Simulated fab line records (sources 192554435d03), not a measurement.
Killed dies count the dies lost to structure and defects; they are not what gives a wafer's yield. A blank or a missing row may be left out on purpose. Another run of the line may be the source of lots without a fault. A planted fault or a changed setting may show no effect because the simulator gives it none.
fab line records -- flow n5Finfet
record: lots: 14, wafers: 42, lastDay: 18
route steps=1938 shown FIN_SAQP@140 FIN_CUT@162
lots that met no fault: taken from a fault-free run of the same line
startH: the number of hours between the record's first day and the start of the first shown wafer of the lot -- waitH: hours from the lot's prior step to this one -- " unchanged from the row above -- L1.1+2: a single row standing in for several wafers -- - no value, or no start was given -- * or withheld: withheld -- < > ~ a bound
route shown NAME@n: a module of which the file shows steps, and the number in the route of the first -- usual: mean/standard deviation of fault-free wafers -- same: alike in all rows -- chamber/n: place in a boat -- sites: per-site readings -- _std_site: standard deviation across them -- _edge_site: the outer-site mean with the inner-site mean subtracted -- radiusMm: for every site, how far away it sits from the centre of the wafer -- mask NAME#n: copy n -- behind: the last tool/chamber to shape the wafer -- hold: why the lot was held/for how many hours/how that ended -- device: whichever transistor did not switch (one of n, p or np) -- end of line: tests of these same wafers at the route's end -- a step without rows: its recipe alone -- killed: dies that structure and defects cost at the first sort, which is not the same as the wafer's yield -- map: the dies of a wafer, with x for killed, . for not killed, _ for no die there
set.NAME: setting as actually run; set.NAME@STEP: the setting as run at that earlier step -- model.NAME: the simulator's own value behind a step, which no gauge read
one table for each step of the route and one row for each wafer, over a sample of lots
services: the hour from which a tool's chamber was out of use, counted from the record's first day as startH (under 0 if before that day), plus the number of hours and why
== steps ==
step: N5_FIN_SAQP_MANDREL2_REMOVE_60
recipe: chemistry: HBr/Cl2/O2, btTimeS: 10, target: a-Si, stopOn: SiNx, endpoint: OES-SiCl, overEtchFrac: 1, icpW: 600, biasW: 22, HBr_flow_sccm: 150, Cl2_flow_sccm: 80, O2_flow_sccm: 5, pressureMtorr: 10
usual: O2_flow_sccm: 5.000/0.015, drypumpMotorCurrentA: 5.5/0.43, oesProductAu: 0.999/0.025, throttleValvePct: 36.72/0.24
lot.wafer,tool,chamber,startH,waitH,O2_flow_sccm,drypumpMotorCurrentA,oesProductAu,rfHoursCounterH,throttleValvePct
L255.3,rieSi-03,1,25.47,0.1,4.988,5.7,1.022,179,36.40
L255.5,rieSi-03,3,25.47,0.1,5.012,5.3,1.037,-,36.54
L255.6,rieSi-03,0,25.47,0.1,4.982,5.0,1.024,-,36.85
L256.1,rieSi-01,1,32.33,0.1,5.012,6.3,0.997,61,36.67
L256.2,rieSi-01,2,32.33,0.1,4.975,5.1,0.976,45,36.88
L256.6,rieSi-01,3,32.33,0.1,4.992,6.2,1.008,-,36.47
L258.2,rieSi-01,1,43.44,0.1,5.014,6.3,1.007,61,36.68
L258.5,rieSi-01,3,43.44,0.1,5.019,6.1,1.003,-,36.50
L258.6,rieSi-01,2,43.44,0.1,4.998,5.0,0.975,-,36.89
L259.3,rieSi-06,0,49.94,0.1,5.000,5.2,0.992,175,36.50
L259.4,rieSi-06,1,49.94,0.1,4.991,5.9,1.003,-,37.27
L259.6,rieSi-06,0,49.94,0.1,5.013,5.2,0.994,-,36.49
L261.2,rieSi-01,0,61.65,0.1,5.006,5.6,0.950,111,36.55
L261.5,rieSi-01,2,61.65,0.1,4.986,5.0,0.965,-,36.90
L261.6,rieSi-01,1,61.65,0.1,5.002,6.3,1.010,-,36.68
L262.1,rieSi-01,2,67.63,0.1,4.987,5.0,0.973,46,36.86
L262.4,rieSi-01,0,67.63,0.1,5.002,5.6,0.958,111,36.56
L262.5,rieSi-01,2,67.63,0.1,4.997,5.1,0.977,-,36.88
L263.1,rieSi-06,1,76.55,0.1,5.010,5.8,1.007,27,37.25
L263.3,rieSi-06,2,76.55,0.1,4.979,5.5,1.003,11,36.94
L263.4,rieSi-06,0,76.55,0.1,4.993,5.2,1.001,175,36.49
L269.1,rieSi-01,1,109.52,0.1,4.997,6.3,1.004,62,36.69
L269.5,rieSi-01,1,109.52,0.1,5.005,6.2,1.011,-,36.67
L269.6,rieSi-01,0,109.52,0.1,5.026,5.6,0.969,-,36.55
L270.2,rieSi-01,3,115.84,0.1,4.986,6.2,0.994,181,36.47
L270.5,rieSi-01,3,115.84,0.1,4.974,6.1,0.994,-,36.47
L270.6,rieSi-01,2,115.84,0.1,4.971,5.1,0.966,-,36.88
L272.1,rieSi-01,3,128.66,0.1,4.993,6.2,0.994,181,36.49
L272.2,rieSi-01,0,128.66,0.1,5.023,5.5,0.954,113,36.58
L272.3,rieSi-01,2,128.66,0.1,4.986,5.0,0.975,47,36.90
L273.1,rieSi-01,2,134.55,0.1,4.951,5.0,0.967,47,36.89
L273.4,rieSi-01,1,134.55,0.1,4.994,6.3,0.999,63,36.68
L273.6,rieSi-01,3,134.55,0.1,5.023,6.1,0.987,-,36.47
L274.1,rieSi-06,0,139.59,0.1,5.008,5.2,0.991,177,36.51
L274.2,rieSi-06,3,139.59,0.1,4.999,5.8,0.990,1,36.57
L274.4,rieSi-06,1,139.59,0.1,5.001,5.9,1.002,28,37.26
L276.3,rieSi-03,0,151.90,0.1,5.011,5.0,1.026,54,36.83
L276.5,rieSi-03,3,151.90,0.1,4.976,5.3,1.044,-,36.55
L276.6,rieSi-03,2,151.90,0.1,5.003,5.3,0.959,-,37.07
L278.2,rieSi-03,1,163.65,0.1,4.993,5.7,1.008,182,36.40
L278.3,rieSi-03,0,163.65,0.1,5.014,5.0,1.034,54,36.84
L278.5,rieSi-03,3,163.65,0.1,4.997,5.3,1.026,-,36.52
step: N5_FIN_SAQP_HM_CD_35
recipe: targetCdNm: 8, polarity: line
usual: cdNm: 8.11/0.26
lot.wafer,tool,chamber,startH,waitH,cdNm
L255.3,cdSem-01,-,25.93,0.1,8.16
L255.5,cdSem-01,-,25.93,0.1,8.00
L255.6,cdSem-01,-,25.93,0.1,8.00
L256.1,cdSem-01,-,32.70,0.1,8.01
L256.2,cdSem-01,-,32.70,0.1,8.35
L256.6,cdSem-01,-,32.70,0.1,7.94
L258.2,cdSem-01,-,43.82,0.1,7.86
L258.5,cdSem-01,-,43.82,0.1,8.51
L258.6,cdSem-01,-,43.82,0.1,8.11
L259.3,cdSem-02,-,50.41,0.1,8.05
L259.4,cdSem-02,-,50.41,0.1,8.13
L259.6,cdSem-02,-,50.41,0.1,8.07
L261.2,cdSem-01,-,62.13,0.1,7.75
L261.5,cdSem-01,-,62.13,0.1,8.28
L261.6,cdSem-01,-,62.13,0.1,8.16
L262.1,cdSem-03,-,68.01,0.1,8.05
L262.4,cdSem-03,-,68.01,0.1,7.87
L262.5,cdSem-03,-,68.01,0.1,8.02
L263.1,cdSem-03,-,76.93,0.1,8.13
L263.3,cdSem-03,-,76.93,0.1,7.49
L263.4,cdSem-03,-,76.93,0.1,8.24
L269.1,cdSem-01,-,109.94,0.1,7.88
L269.5,cdSem-01,-,109.94,0.1,7.80
L269.6,cdSem-01,-,109.94,0.1,8.14
L270.2,cdSem-01,-,116.36,0.1,8.37
L270.5,cdSem-01,-,116.36,0.1,8.65
L270.6,cdSem-01,-,116.36,0.1,8.12
L272.1,cdSem-01,-,129.04,0.1,8.53
L272.2,cdSem-01,-,129.04,0.1,8.03
L272.3,cdSem-01,-,129.04,0.1,8.18
L273.1,cdSem-03,-,134.93,0.1,8.45
L273.4,cdSem-03,-,134.93,0.1,8.46
L273.6,cdSem-03,-,134.93,0.1,8.11
L274.1,cdSem-03,-,140.06,0.1,8.50
L274.2,cdSem-03,-,140.06,0.1,8.00
L274.4,cdSem-03,-,140.06,0.1,8.24
L276.3,cdSem-02,-,152.28,0.1,7.72
L276.5,cdSem-02,-,152.28,0.1,8.25
L276.6,cdSem-02,-,152.28,0.1,8.11
L278.2,cdSem-01,-,164.04,0.1,7.79
L278.3,cdSem-01,-,164.04,0.1,7.60
L278.5,cdSem-01,-,164.04,0.1,8.06
step: N5_FIN_CUT_DEVELOP_07
recipe: developTimeS: 30, developer: TMAH, resist: CAR-EUV, rinseLiquid: surfactantRinse, dry: airSpin, devTempC: 23
usual: chillPlateTempC: 22.97/0.093, developTimeS: 30/0
lot.wafer,tool,chamber,startH,waitH,chillPlateTempC,developTimeS
L255.3,lithoTrack-02,0,26.62,-,23.01,30
L255.5,lithoTrack-02,0,26.62,-,23.16,30
L255.6,lithoTrack-02,0,26.62,-,22.98,30
L256.1,lithoTrack-04,0,33.26,-,22.91,30
L256.2,lithoTrack-04,0,33.26,-,23.00,30
L256.6,lithoTrack-04,0,33.26,-,23.04,30
L258.2,lithoTrack-04,0,44.50,-,23.03,30
L258.5,lithoTrack-04,0,44.50,-,23.04,30
L258.6,lithoTrack-04,0,44.50,-,22.92,30
L259.3,lithoTrack-05,0,50.98,-,23.01,30
L259.4,lithoTrack-05,0,50.98,-,23.03,30
L259.6,lithoTrack-05,0,50.98,-,23.02,30
L261.2,lithoTrack-02,0,62.69,-,22.98,30
L261.5,lithoTrack-02,0,62.69,-,22.89,30
L261.6,lithoTrack-02,0,62.69,-,22.89,30
L262.1,lithoTrack-02,0,68.57,-,23.02,30
L262.4,lithoTrack-02,0,68.57,-,22.87,30
L262.5,lithoTrack-02,0,68.57,-,22.72,30
L263.1,lithoTrack-05,0,77.65,-,22.94,30
L263.3,lithoTrack-05,0,77.65,-,22.96,30
L263.4,lithoTrack-05,0,77.65,-,22.93,30
L269.1,lithoTrack-05,-,110.50,-,-,-
L269.5,lithoTrack-05,-,110.50,-,-,-
L269.6,lithoTrack-05,-,110.50,-,-,-
L270.2,lithoTrack-02,-,116.95,-,-,-
L270.5,lithoTrack-02,-,116.95,-,-,-
L270.6,lithoTrack-02,-,116.95,-,-,-
L272.1,lithoTrack-05,0,129.72,-,22.99,30
L272.2,lithoTrack-05,0,129.72,-,23.01,30
L272.3,lithoTrack-05,0,129.72,-,22.89,30
L273.1,lithoTrack-02,0,135.52,-,23.06,30
L273.4,lithoTrack-02,0,135.52,-,23.06,30
L273.6,lithoTrack-02,0,135.52,-,23.07,30
L274.1,lithoTrack-02,0,140.63,-,22.90,30
L274.2,lithoTrack-02,0,140.63,-,22.94,30
L274.4,lithoTrack-02,0,140.63,-,23.03,30
L276.3,lithoTrack-04,0,152.84,-,23.03,30
L276.5,lithoTrack-04,0,152.84,-,22.91,30
L276.6,lithoTrack-04,0,152.84,-,22.98,30
L278.2,lithoTrack-02,0,169.23,-,22.88,30
L278.3,lithoTrack-02,0,169.23,-,22.83,30
L278.5,lithoTrack-02,0,169.23,-,22.89,30
step: N5_FIN_CUT_STRIP_24
recipe: chemistry: CF4, resist: SiARC, powerW: 300, biasPowerW: 75, pressureMtorr: 50, cf4FlowSccm: 150, rfFrequencyHz: 6e+07
usual: drypumpMotorCurrentA: 5.6/0.46, oesProductAu: 0.78/0.091, rfVppV: 270.9/1.7, showerheadPlenumPTorr: 1.79/0.071, throttleValvePct: 13.68/0.19
lot.wafer,tool,chamber,startH,waitH,drypumpMotorCurrentA,oesProductAu,rfHoursCounterH,rfVppV,showerheadPlenumPTorr,throttleValvePct
L255.3,rieDiel-02,3,27.21,0.0,5.7,0.69,236,271.2,1.76,13.92
L255.5,rieDiel-02,3,27.21,0.0,5.7,0.69,-,270.5,1.76,13.93
L255.6,rieDiel-02,2,27.21,0.0,5.8,0.67,-,267.5,1.71,13.92
L256.1,rieDiel-02,3,33.89,0.0,5.7,0.69,238,269.1,1.76,13.93
L256.2,rieDiel-02,1,33.89,0.0,5.0,0.67,227,270.9,1.79,14.08
L256.6,rieDiel-02,3,33.89,0.0,5.7,0.69,-,270.7,1.76,13.92
L258.2,rieDiel-04,3,45.10,0.0,6.2,0.82,78,269.7,1.73,13.60
L258.5,rieDiel-04,0,45.10,0.0,4.8,0.69,-,269.5,1.70,13.78
L258.6,rieDiel-04,3,45.10,0.0,6.2,0.82,-,270.7,1.73,13.61
L259.3,rieDiel-02,2,51.74,0.0,5.8,0.96,2,274.4,1.92,13.38
L259.4,rieDiel-02,3,51.74,0.0,5.7,0.68,244,270.7,1.76,13.95
L259.6,rieDiel-02,0,51.74,0.0,5.7,0.74,-,270.9,1.79,13.75
L261.2,rieDiel-05,0,63.29,0.0,5.4,0.71,194,269.2,1.71,13.72
L261.5,rieDiel-05,1,63.29,0.0,6.3,0.72,-,271.1,1.79,13.77
L261.6,rieDiel-05,0,63.29,0.0,5.4,0.71,-,269.2,1.71,13.73
L262.1,rieDiel-04,2,69.17,0.0,6.1,0.93,3,273.6,1.92,13.69
L262.4,rieDiel-04,1,69.17,0.0,5.1,0.72,191,271.1,1.76,13.65
L262.5,rieDiel-04,2,69.17,0.0,6.1,0.94,-,273.2,1.92,13.69
L263.1,rieDiel-04,0,78.25,0.0,4.8,0.68,231,268.6,1.69,13.83
L263.3,rieDiel-04,2,78.25,0.0,6.1,0.92,6,273.6,1.92,13.70
L263.4,rieDiel-04,1,78.25,0.0,5.2,0.72,193,271.4,1.76,13.66
L269.1,rieDiel-04,0,111.10,0.0,4.8,0.68,240,268.1,1.69,13.83
L269.5,rieDiel-04,2,111.10,0.0,6.1,0.89,-,273.2,1.92,13.72
L269.6,rieDiel-04,3,111.10,0.0,6.2,0.80,-,269.7,1.73,13.65
L270.2,rieDiel-05,0,117.73,0.0,5.4,0.70,207,269.7,1.71,13.74
L270.5,rieDiel-05,2,117.73,0.0,5.5,0.82,-,269.5,1.75,13.57
L270.6,rieDiel-05,1,117.73,0.0,6.3,0.71,-,271.2,1.78,13.79
L272.1,rieDiel-04,0,130.32,0.0,4.8,0.67,247,268.2,1.69,13.86
L272.2,rieDiel-04,3,130.32,0.0,6.2,0.79,106,269.4,1.72,13.66
L272.3,rieDiel-04,2,130.32,0.0,6.1,0.88,22,273.1,1.91,13.72
L273.1,rieDiel-02,2,136.14,0.0,5.9,0.89,21,272.6,1.91,13.42
L273.4,rieDiel-02,0,136.14,0.0,5.7,0.72,-,270.7,1.78,13.80
L273.6,rieDiel-02,3,136.14,0.0,5.7,0.94,-,270.4,1.76,13.39
L274.1,rieDiel-02,0,141.22,0.0,5.7,0.72,175,269.3,1.78,13.79
L274.2,rieDiel-02,2,141.22,0.0,5.8,0.88,22,272.7,1.91,13.42
L274.4,rieDiel-02,2,141.22,0.0,5.8,0.89,-,274.2,1.91,13.42
L276.3,rieDiel-04,2,153.44,0.0,6.2,0.87,29,275.3,1.91,13.74
L276.5,rieDiel-04,1,153.44,0.0,5.1,0.70,-,270.8,1.76,13.73
L276.6,rieDiel-04,3,153.44,0.0,6.2,0.78,-,269.8,1.72,13.69
L278.2,rieDiel-02,3,169.90,0.0,5.7,0.91,18,270.8,1.75,13.41
L278.3,rieDiel-02,2,169.90,0.0,5.8,0.88,28,274.7,1.91,13.44
L278.5,rieDiel-02,0,169.90,0.0,5.7,0.72,-,269.6,1.78,13.82
== services ==
tool,chamber,startH,hours,kind
rieDiel-04,0,7.90,6.5,repair
rieDiel-04,-,9.25,0.3,repair
rieSi-01,0,16.50,6.5,repair
rieDiel-02,2,31.13,-,clean
rieDiel-02,2,31.13,-,consumableReplace:focusRing
rieDiel-02,2,31.13,-,consumableReplace:showerhead
rieDiel-02,2,31.13,14.0,scheduledDown
rieDiel-02,2,31.13,14.0,ventCycle
rieDiel-04,2,42.21,-,clean
rieDiel-04,2,42.21,-,consumableReplace:focusRing
rieDiel-04,2,42.21,-,consumableReplace:showerhead
rieDiel-04,2,42.21,14.1,scheduledDown
rieDiel-04,2,42.21,14.1,ventCycle
rieDiel-05,0,44.41,2.8,repair
rieDiel-05,1,45.34,8.6,repair
rieDiel-02,3,77.62,-,clean
rieDiel-02,3,77.62,-,consumableReplace:focusRing
rieDiel-02,3,77.62,12.6,scheduledDown
rieDiel-02,3,77.62,12.6,ventCycle
rieDiel-04,1,80.68,3.3,repair
rieDiel-02,-,110.04,15.6,pm
rieSi-03,1,130.58,2.0,repair
rieDiel-04,3,138.80,6.5,repair
rieDiel-02,2,146.85,7.3,repair
== key ==
firstSign: step: N5_FIN_CUT_DEVELOP_07, reading: toolRecord, direction: missing
effect none on later readings
metAt N5_FIN_CUT_DEVELOP_07
struckLots L269,L270
laterRowsLeftOut L269.1,L269.5,L269.6,L270.2,L270.5,L270.6
sortLeftOut L269.1,L269.5,L269.6,L270.2,L270.5,L270.6
notActingAt N5_FIN_SAQP_MANDREL2_REMOVE_60,N5_FIN_SAQP_HM_CD_35,N5_FIN_CUT_STRIP_24
onsetBetween 77.65 110.50
fault: kind: skippedStepWhole, tool: lithoTrack-02,lithoTrack-05, chamber: -, onsetH: 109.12, steps: N5_FIN_CUT_DEVELOP_07, scope: struckLotsOnly
sortLeftOut: the simulated sort isn't trusted on such a fault, so these wafers' sort isn't shown, and their yield isn't known
laterRowsLeftOut: the simulator's readings of these wafers behind a module that went badly wrong aren't trusted and aren't shown, but for the sort
